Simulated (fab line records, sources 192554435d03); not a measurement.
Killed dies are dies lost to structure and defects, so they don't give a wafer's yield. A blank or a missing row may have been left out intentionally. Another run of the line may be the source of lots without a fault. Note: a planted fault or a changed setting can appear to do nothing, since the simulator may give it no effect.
fab line records	flow n5_finfet
record: lots: 4	wafers: 12	last_day: 20
route steps=1938 shown FIN_SAQP@117 FIN_CUT@154 PASSIVATION@1936
lots with no fault: from the same line, run without faults
start_h: hours from the record's opening day to when the first of the lot's shown wafers began	wait_h: hours elapsed since this lot's preceding step	" as in the row above	L1.1+2: one row covering several wafers at once	- value missing, or start not given	* or withheld: withheld	< > ~ a bound
route shown NAME@n: a module of which the file shows steps, and the number in the route of the first	usual: average and standard deviation across the fault-free wafers	same: alike in all rows	chamber/n: place in a boat	sites: per-site readings	_std_site: their standard deviation	_edge_site: the outer-site mean with the inner-site mean subtracted	radius_mm: how far each site lies from the wafer's centre	mask NAME#n: copy n	behind: the last tool/chamber to shape the wafer	hold: cause of the lot's hold/its duration in hours/its outcome	device: transistor that didn't switch, given as n, p or np	end of line: the tests these same wafers got at the end of their route	a step without rows: its recipe alone	killed: dies lost to structure and defects at the first sort, not the wafer's yield	map: per-die view of a wafer (x killed, . not killed, _ where there is no die)
set.NAME: the setting that was run; set.NAME@STEP: the one run at that earlier step	model.NAME: the simulator's own value behind a step, which no gauge read
lots seen at some steps along the route; tables by step, rows by wafer
services: a tool's chamber out of use, with start hour (start_h, from the record's first day; less than 0 if before it), hours out, and reason
== steps ==
step: N5_FIN_SAQP_STRIP_53
recipe: chemistry: N2/H2	temp_c: 40	n2_flow_sccm: 200	h2_flow_sccm: 200	rf_frequency_hz: 6e+07
step: N5_FIN_SAQP_HM_OPEN_73
recipe: chemistry: CHF3/O2	target: SiO2	stop_on: a-Si	target_depth_a: 120	over_etch_frac: 1.8	mask_material: SOC	time_s: 16.8	pressure_mtorr: 30	source_w: 650	bias_w: 170	Ar_flow_sccm: 200	CHF3_flow_sccm: 50	O2_flow_sccm: 5	ion_energy_ev: 200	ends: end_point
step: N5_FIN_SAQP_STRIP_74
recipe: chemistry: CHF3/O2	resist: SiARC	rf_frequency_hz: 6e+07
step: N5_FIN_SAQP_MANDREL_ETCH_22
recipe: target_depth_a: 600	chemistry: HBr/Cl2	target: a-Si	stop_on: SiNx	bt_time_s: 10	over_etch_frac: 0.5	time_s: 30	pressure_mtorr: 10	icp_w: 800	bias_w: 75	HBr_flow_sccm: 150	Cl2_flow_sccm: 80	ends: end_point
step: N5_FIN_SAQP_STRIP_55
recipe: chemistry: N2/H2	power_w: 500	temp_c: 40	pressure_mtorr: 50	rf_frequency_hz: 6e+07	overash_fraction: 0.3	bias_power_w: 28	h2_frac: 0.5	n2_flow_sccm: 300	h2_flow_sccm: 300
step: N5_FIN_SAQP_STRIP_23
recipe: chemistry: SPM	time_s: 750	temp_c: 130	h2so4_h2o2_vol_ratio: 4
step: N5_FIN_SAQP_SRD_66
recipe: dry: ipa_marangoni	time_s: 30	temp_c: 23	rinse_liquid: diw
step: N5_FIN_SAQP_RECESS_75
recipe: chemistry: HF/NH3	target: SiO2	target_depth_a: 144	afs_cycles: 3	temp_c: 30	sublimation_temp_c: 180	sublimation_time_s: 60
step: N5_FIN_SAQP_SPACER1_ALD_24
recipe: material: SiO2	target_thk_a: 203	temp_c: 300	ald_precursor_family: BDEAS	ald_co_reactant: O2-plasma	pulse_time_s: 1	purge_time_s: 2	co_reactant_purge_time_s: 2	ald_cycles: 218	pressure_torr: 2
step: N5_FIN_SAQP_SPACER1_ETCHBACK_25
recipe: chemistry: CHF3/O2	mode: anisotropic_etchback	target: SiO2	target_depth_a: 244	time_s: 12.2	pressure_mtorr: 30	source_w: 650	bias_w: 170	Ar_flow_sccm: 200	CHF3_flow_sccm: 50	O2_flow_sccm: 5	ion_energy_ev: 200
step: N5_FIN_SAQP_MANDREL1_REMOVE_56
recipe: chemistry: HBr/Cl2/O2	bt_time_s: 10	target: a-Si	stop_on: SiNx	endpoint: OES-SiCl	over_etch_frac: 1	icp_w: 600	bias_w: 22	HBr_flow_sccm: 150	Cl2_flow_sccm: 80	O2_flow_sccm: 5	pressure_mtorr: 10
step: N5_FIN_SAQP_ETCH_57
recipe: chemistry: CH3F/O2	target: SiNx	mask_material: SiO2	target_depth_a: 325	time_s: 46.4	pressure_mtorr: 30	source_w: 395	bias_w: 73	Ar_flow_sccm: 150	CH3F_flow_sccm: 30	O2_flow_sccm: 20	ion_energy_ev: 120	ends: cleared
usual: drypump_motor_current_A: 5.7/0.45	etch_rf_on_time_s: 46.0/0.72	oes_product_au: 0.66/0.056	rf_vpp_V: 299.5/2.2	showerhead_plenum_p_Torr: 2.03/0.036	throttle_valve_pct: 16.31/0.16
lot.wafer	tool	chamber	start_h	wait_h	drypump_motor_current_A	etch_rf_on_time_s	oes_product_au	rf_hours_counter_h	rf_vpp_V	showerhead_plenum_p_Torr	throttle_valve_pct
L171.3	rie_diel-02	0	60.14	0.0	6.2	45.3	0.78	23	301.6	2.04	16.15
L171.4	"	1	"	"	5.7	45.5	0.66	137	302.2	2.01	16.41
L171.6	"	3	"	"	5.8	45.9	0.62	-	300.0	2.06	16.43
L174.2	rie_diel-02	0	78.75	0.0	6.2	44.6	0.77	29	300.8	2.04	16.15
L174.3	"	2	"	"	4.9	45.2	0.66	130	301.6	2.01	16.53
L174.4	"	3	"	"	5.8	44.7	0.62	198	301.1	2.06	16.45
L185.3	rie_diel-05	0	159.13	0.1	6.1	45.6	0.64	122	296.8	2.01	16.35
L185.4	"	3	"	"	5.5	46.6	0.64	161	298.6	2.08	16.29
L185.5	"	3	"	"	5.5	46.9	0.64	-	297.6	2.08	16.29
L186.2	rie_diel-02	2	161.30	0.0	4.9	45.2	0.65	152	301.6	2.00	16.57
L186.3	"	3	"	"	5.8	45.8	0.61	219	302.0	2.06	16.50
L186.5	"	2	"	"	4.9	45.6	0.64	-	300.3	2.00	16.54
step: N5_FIN_SAQP_ETCH_65
recipe: chemistry: CF4	target: SiO2	target_depth_a: 40	ion_energy_ev: 350	time_s: 4.4	pressure_mtorr: 10	icp_w: 800	bias_w: 400	cf4_flow_sccm: 80
step: N5_FIN_SAQP_MANDREL_ETCH_58
recipe: chemistry: HBr/Cl2	target: a-Si	target_depth_a: 450	bt_time_s: 10	stop_on: SiNx	mask_material: SiO2	over_etch_frac: 0.8	time_s: 27	pressure_mtorr: 10	icp_w: 800	bias_w: 75	HBr_flow_sccm: 150	Cl2_flow_sccm: 80	ends: end_point
step: N5_FIN_SAQP_RECESS_63
recipe: chemistry: HF/NH3	target: SiO2	target_depth_a: 180	afs_cycles: 3	temp_c: 30	sublimation_temp_c: 180	sublimation_time_s: 60
step: N5_FIN_SAQP_COAT_68
recipe: resist: SOC	temp_c: 250	time_s: 60	spin_rpm: 1500	resist_thk_nm: 100
step: N5_FIN_SAQP_ETCH_69
recipe: chemistry: N2/H2	target: SOC	target_depth_a: 1500	stop_on: SiNx	ion_energy_ev: 100	bias_w: 61	pressure_mtorr: 30	source_w: 850	n2_flow_sccm: 200	h2_flow_sccm: 200
step: N5_FIN_SAQP_ETCH_67
recipe: chemistry: CH3F/O2	target: SiNx	target_depth_a: 300	mask_material: SOC	pressure_mtorr: 30	source_w: 395	bias_w: 73	Ar_flow_sccm: 150	CH3F_flow_sccm: 30	O2_flow_sccm: 20	ion_energy_ev: 120
step: N5_FIN_SAQP_STRIP_70
recipe: chemistry: N2/H2	power_w: 500	temp_c: 40	pressure_mtorr: 50	rf_frequency_hz: 6e+07	overash_fraction: 0.3	bias_power_w: 28	h2_frac: 0.5	n2_flow_sccm: 300	h2_flow_sccm: 300
step: N5_FIN_SAQP_RECESS_71
recipe: chemistry: HF/NH3	target: SiO2	target_depth_a: 30	afs_cycles: 1	temp_c: 30	sublimation_temp_c: 180	sublimation_time_s: 60
step: N5_FIN_SAQP_SPACER2_ALD_28
recipe: material: SiO2	target_thk_a: 81	temp_c: 300	ald_precursor_family: BDEAS	ald_co_reactant: O2-plasma	pulse_time_s: 1	purge_time_s: 2	co_reactant_purge_time_s: 2	pressure_torr: 2
step: N5_FIN_SAQP_SPACER2_ETCHBACK_29
recipe: chemistry: CHF3/O2	mode: anisotropic_etchback	target: SiO2	target_depth_a: 122	time_s: 6.1	pressure_mtorr: 30	source_w: 650	bias_w: 170	Ar_flow_sccm: 200	CHF3_flow_sccm: 50	O2_flow_sccm: 5	ion_energy_ev: 200
step: N5_FIN_SAQP_MANDREL2_REMOVE_60
recipe: chemistry: HBr/Cl2/O2	bt_time_s: 10	target: a-Si	stop_on: SiNx	endpoint: OES-SiCl	over_etch_frac: 1	icp_w: 600	bias_w: 22	HBr_flow_sccm: 150	Cl2_flow_sccm: 80	O2_flow_sccm: 5	pressure_mtorr: 10
step: N5_FIN_SAQP_HM_OPEN_33
recipe: chemistry: CH3F/O2	target: SiNx	mask_material: SiO2	target_depth_a: 494	time_s: 70.6	pressure_mtorr: 30	source_w: 395	bias_w: 73	Ar_flow_sccm: 150	CH3F_flow_sccm: 30	O2_flow_sccm: 20	ion_energy_ev: 120	ends: cleared
step: N5_FIN_SAQP_ETCH_34
recipe: chemistry: C4F6/O2	target: SiO2	target_depth_a: 450	time_s: 15	ion_energy_ev: 250	pressure_mtorr: 30	source_w: 345	bias_w: 185	Ar_flow_sccm: 300	C4F6_flow_sccm: 10	O2_flow_sccm: 10	ends: cleared
step: N5_FIN_SAQP_STRIP_77
recipe: chemistry: N2/H2	time_s: 90	power_w: 100	temp_c: 40	pressure_mtorr: 100	rf_frequency_hz: 6e+07	bias_power_w: 3	n2_flow_sccm: 300	h2_flow_sccm: 300
step: N5_FIN_SAQP_ETCH_64
recipe: chemistry: CF4	target: SiO2	target_depth_a: 15	ion_energy_ev: 350	pressure_mtorr: 10	icp_w: 800	bias_w: 400	cf4_flow_sccm: 80
step: N5_FIN_SAQP_FIN_ETCH_36
recipe: chemistry: HBr/Cl2/O2	target_depth_a: 1200	mask_material: SiNx	time_s: 50.4	bias_w: 102	pressure_mtorr: 10	icp_w: 800	HBr_flow_sccm: 150	Cl2_flow_sccm: 80	O2_flow_sccm: 12
step: N5_FIN_SAQP_PRECLEAN_38
recipe: chemistry: O3/DIW	time_s: 45	temp_c: 22	o3_ppm: 10
step: N5_FIN_SAQP_PRECLEAN_45
recipe: chemistry: dHF	time_s: 10	dilution: 500:1	temp_c: 25
step: N5_FIN_SAQP_SRD_39
recipe: dry: ipa_marangoni	time_s: 30	temp_c: 23	rinse_liquid: diw
step: N5_FIN_SAQP_INSPECT_40
recipe: inspect_instrument: brightfield	mode: aei
usual: raw_defect_count: 221/57
lot.wafer	tool	chamber	start_h	wait_h	raw_defect_count
L171.3	defect_inspect-02	-	62.30	0.0	1094
L171.4	"	-	"	"	1082
L171.6	"	-	"	"	1150
L174.2	defect_inspect-01	-	80.87	0.0	1209
L174.3	"	-	"	"	1208
L174.4	"	-	"	"	1104
L185.3	defect_inspect-01	-	162.24	0.0	345
L185.4	"	-	"	"	179
L185.5	"	-	"	"	368
L186.2	defect_inspect-02	-	163.88	0.0	255
L186.3	"	-	"	"	241
L186.5	"	-	"	"	213
step: N5_FIN_CUT_COAT_18
recipe: resist: SOC	temp_c: 250	time_s: 60	spin_rpm: 1500	resist_thk_nm: 230
step: N5_FIN_CUT_COAT_19
recipe: resist: SiARC	temp_c: 220	time_s: 60	spin_rpm: 1500	resist_thk_nm: 20
step: N5_FIN_CUT_COAT_29
recipe: resist: underlayer	temp_c: 205	time_s: 60	spin_rpm: 1500	resist_thk_nm: 10
step: N5_FIN_CUT_COAT_02
recipe: resist: CAR-EUV	spin_rpm: 1500	resist_thk_nm: 30
step: N5_FIN_CUT_EBR_04
recipe: solvent: PGMEA	ebr_width_mm: 1.5
step: N5_FIN_CUT_INSPECT_10
recipe: mode: adi	inspect_instrument: brightfield
usual: raw_defect_count: 41/11
lot.wafer	tool	chamber	start_h	wait_h	raw_defect_count
L171.3	defect_inspect-02	-	62.69	0.0	931
L171.4	"	-	"	"	904
L171.6	"	-	"	"	952
L174.2	defect_inspect-02	-	81.26	0.0	960
L174.3	"	-	"	"	958
L174.4	"	-	"	"	943
L185.3	defect_inspect-01	-	162.63	0.0	65
L185.4	"	-	"	"	32
L185.5	"	-	"	"	82
L186.2	defect_inspect-02	-	164.28	0.1	45
L186.3	"	-	"	"	34
L186.5	"	-	"	"	39
step: N5_FIN_CUT_INSPECT_17
recipe: inspect_instrument: brightfield	mode: aei
usual: raw_defect_count: 228/57
lot.wafer	tool	chamber	start_h	wait_h	raw_defect_count
L171.3	defect_inspect-01	-	63.64	0.0	1122
L171.4	"	-	"	"	1125
L171.6	"	-	"	"	1178
L174.2	defect_inspect-01	-	82.44	0.0	1207
L174.3	"	-	"	"	1197
L174.4	"	-	"	"	1096
L185.3	defect_inspect-01	-	163.60	0.0	352
L185.4	"	-	"	"	195
L185.5	"	-	"	"	384
L186.2	defect_inspect-01	-	165.24	0.0	271
L186.3	"	-	"	"	257
L186.5	"	-	"	"	230
step: N5_PASSIVATION_PROBE_49
usual: killed_at_M0_to_M3: 37/12	killed_at_M4_up: 15/5.6	killed_at_contacts: 13/6.9	killed_at_front_end: 40/11	killed_at_other: 4/3.2	killed_dies: 109/20	killed_open: 73/15	killed_short: 35/8.3
same: gross_dies: 1180	killed_at_back_side: 0
lot.wafer	tool	chamber	start_h	wait_h	killed_at_M0_to_M3	killed_at_M4_up	killed_at_contacts	killed_at_front_end	killed_at_other	killed_dies	killed_open	killed_short
L171.3	prober-02	-	376.44	0.1	33	16	5	150	6	210	61	23
L171.4	prober-02	-	376.49	0.2	25	23	27	197	3	275	98	33
L171.6	prober-02	-	376.59	0.3	48	8	7	189	2	254	80	30
L174.2	prober-01	-	380.79	0.1	56	12	8	181	0	257	74	45
L174.3	prober-01	-	380.84	0.1	47	14	7	125	0	193	81	29
L174.4	prober-01	-	380.89	0.2	32	15	10	179	0	236	65	24
L185.3	prober-02	-	478.54	0.1	56	14	10	35	6	121	85	33
L185.4	prober-02	-	478.59	0.2	24	22	11	45	2	104	75	27
L185.5	prober-02	-	478.64	0.2	42	26	15	31	6	120	87	31
killed by level:class
L171.3 FIN_SAQP:unspecified=122 STI_FIN_REVEAL:geometric_particle:open=9 FIN_SAQP:geometric_particle:short=7 BEOL_M2:geometric_particle:open=6 BEOL_M0_SAQP:geometric_particle:open=5 BEOL_M1:geometric_particle:open=5 BEOL_M4:geometric_particle:open=5 FIN_SAQP:geometric_particle:open=4
L171.4 FIN_SAQP:unspecified=144 MOL_CONTACT_COAG:geometric_particle:open=18 FIN_SAQP:geometric_particle:open=17 STI_FIN_REVEAL:geometric_particle:open=14 FIN_SAQP:geometric_particle:short=9 MOL_CONTACT_COAG:geometric_particle:short=9 BEOL_M5:geometric_particle:open=7 BEOL_M2:geometric_particle:open=7
L171.6 FIN_SAQP:unspecified=143 FIN_SAQP:geometric_particle:open=11 STI_FIN_REVEAL:geometric_particle:open=10 FIN_SAQP:geometric_particle:short=9 BEOL_M0_SAQP:geometric_particle:open=9 BEOL_M1:geometric_particle:open=9 BEOL_M2:geometric_particle:open=9 BEOL_M3:geometric_particle:open=9
L174.2 FIN_SAQP:unspecified=128 BEOL_M0_SAQP:geometric_particle:short=13 STI_FIN_REVEAL:geometric_particle:open=11 BEOL_M2:geometric_particle:open=10 FIN_SAQP:geometric_particle:open=9 FIN_SAQP:geometric_particle:short=9 BEOL_M0_SAQP:geometric_particle:open=9 MOL_CONTACT_COAG:geometric_particle:open=8
L174.3 FIN_SAQP:unspecified=82 STI_FIN_REVEAL:geometric_particle:open=12 BEOL_M0_SAQP:geometric_particle:open=11 BEOL_M1:geometric_particle:open=8 MOL_CONTACT_COAG:geometric_particle:open=7 BEOL_M2:geometric_particle:open=6 BEOL_M3:geometric_particle:open=6 STARTING-WAFER:geometric_particle:open=6
L174.4 FIN_SAQP:unspecified=146 BEOL_M4:geometric_particle:open=10 MOL_CONTACT_COAG:geometric_particle:open=9 BEOL_M0_SAQP:geometric_particle:short=9 FIN_SAQP:geometric_particle:short=8 STI_FIN_REVEAL:geometric_particle:open=7 BEOL_M3:geometric_particle:open=7 BEOL_M0_SAQP:geometric_particle:open=6
L185.3 BEOL_M1:geometric_particle:open=18 STI_FIN_REVEAL:geometric_particle:open=10 BEOL_M2:geometric_particle:open=10 MOL_CONTACT_COAG:geometric_particle:open=9 FIN_SAQP:geometric_particle:open=8 BEOL_M0_SAQP:geometric_particle:open=7 BEOL_M3:geometric_particle:open=6 BEOL_M2:geometric_particle:short=5
L185.4 STI_FIN_REVEAL:geometric_particle:open=15 BEOL_M4:geometric_particle:open=13 MOL_CONTACT_COAG:geometric_particle:open=9 ILD0:geometric_particle:short=8 BEOL_M1:geometric_particle:open=6 BEOL_M2:geometric_particle:open=5 BEOL_M3:geometric_particle:open=5 FIN_SAQP:geometric_particle:short=4
L185.5 STI_FIN_REVEAL:geometric_particle:open=15 BEOL_M2:geometric_particle:open=14 MOL_CONTACT_COAG:geometric_particle:open=13 BEOL_M4:geometric_particle:open=9 BEOL_M0_SAQP:geometric_particle:open=7 BEOL_M0_SAQP:geometric_particle:short=6 BEOL_M1:geometric_particle:open=5 FIN_SAQP:geometric_particle:short=3
map L171.4 (x killed, . not)
_________________.....x......________________
______________.................x_____________
___________......x..x.......x...x..__________
__________.........x...........x...._________
________........................x....x_______
_______.x................x...x.xx...x.x______
______...........x.....x..xx.x.xxx.x...._____
_____.........x......xx.xxxxxxxxxxx..x..x____
____..x...x.....x.......x..xxxxxxxxxxx....___
___x.....x.....x.x...x.xx.xxxxxxxxxxxx.x..x__
___x..........x.........xxxxxxxxxxxxxx.....__
__x................x...xxxxxxxxxxxxxxxx....._
__....x.x....x.........xxxxxxxxxxxxxxx......_
_......x.....x.x......xx.xxxxxxxxxxxxxx......
_........x.......x.....x.xxxxxxxxxx.xx.......
_.....x................xx.xxxxxxxxxxxx....x..
_.................x.xx...xxxxxxxxx.x....x....
_.........x.x...........x..xx.x.x.x.x........
_x.......x.............x..x...xxx...x........
_x.....x...........................x..x......
_............x..x.........x........x....x....
__....x.x...........x.....x........x........_
__..............x..................x........_
___..x........x...x........xx..........x.xx__
___.........xx.x....x..x...x.......x.......__
____.x........x.............x.............___
_____.......x...x.xx.x....x..............____
______.............................x.x.._____
_______....x.........x.x.......xx.x....______
________...........x.........x.x..x..._______
__________.....xx....x......x....x.._________
___________x.........x.............__________
______________...x..x.....x.x..._____________
_________________........x...________________
map L174.2 (x killed, . not)
_________________.......x.x..________________
______________...........x......_____________
___________.....x...............x..__________
__________...................xx....._________
________............x.x......x........_______
_______......x.......x......xx.........______
______..............x...x.........x...x._____
_____...x.x.....x.x........x.x...........____
____..x....................x...xx.........___
___.................x.........x.....x....xx__
___..x....x.x......x.....x....x............__
__.............x...........x..........x....._
__........x.x.......................x......._
_........xxx.......x..............x..........
_.................x.....x.......x.....x.x..x.
_...........x.............x......x....xx...xx
_....x......x..x..x......x........xxxx.x.....
_..x..x........x....x...x....xx..xxxxxxxx....
_.x...x.........x....x.x.....x...x.xxxxxxxx..
_....x............x.........x..xxxxxxxxxxxxxx
_..............x....x..........xxxxxxxxxxxxx.
__.x.x.x........xx...x.x.x..x..xxxxxxxxxxxx._
__......x.......x.......x.....xxxxxxxxxxxxxx_
___x........x.........x........xxxxxxxxxxxx__
___.................x....x....xxxxxxxxxxxxx__
____..........x.xx......xx...xx.xxxxxxxxxx___
_____.......x............x....xxx.xxxxxxx____
______x...x..x.x.....x..........x.xx.xxx_____
_______..x......................x...xx.______
________.............................._______
__________.............x........x..._________
___________.....................x..__________
______________.x.x......x.....x._____________
_________________.x.....x.x..________________
== services ==
tool	chamber	start_h	hours	kind
rie_diel-02	-	71.96	1.9	repair
rie_diel-02	-	91.19	4.7	repair
== key ==
first_sign: step: N5_FIN_SAQP_INSPECT_40	reading: raw_defect_count	direction: up	sigmas: 16	usual: 221	struck: 1141
effect: step: N5_FIN_CUT_INSPECT_10	reading: raw_defect_count	direction: up	sigmas: 81	usual: 41	struck: 941
effect: step: N5_FIN_CUT_INSPECT_17	reading: raw_defect_count	direction: up	sigmas: 16	usual: 228	struck: 1154
effect: step: N5_PASSIVATION_PROBE_49	reading: killed_at_front_end	direction: up	sigmas: 11	usual: 40	struck: 170
more_kills_born_at: N5_FIN_SAQP_ETCH_57@rie_diel-02: 765
met_at N5_FIN_SAQP_ETCH_57
struck_wafers L171.3,L171.4,L171.6,L174.2,L174.3,L174.4
tester_left_out L171,L174
fault: kind: chamber_particle_source	tool: rie_diel-02	chamber: -	onset_h: 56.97	steps: N5_FIN_SAQP_ETCH_57	rate_per_visit_cm2: 1.4158	end_h: 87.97
tester_left_out: of these lots the tester's yield and bins aren't shown, on N5 and GAA mostly nor the transistor test; their killed dies are dies lost to structure and defects alone, not to doping, threshold or leakage, so they don't give the yield
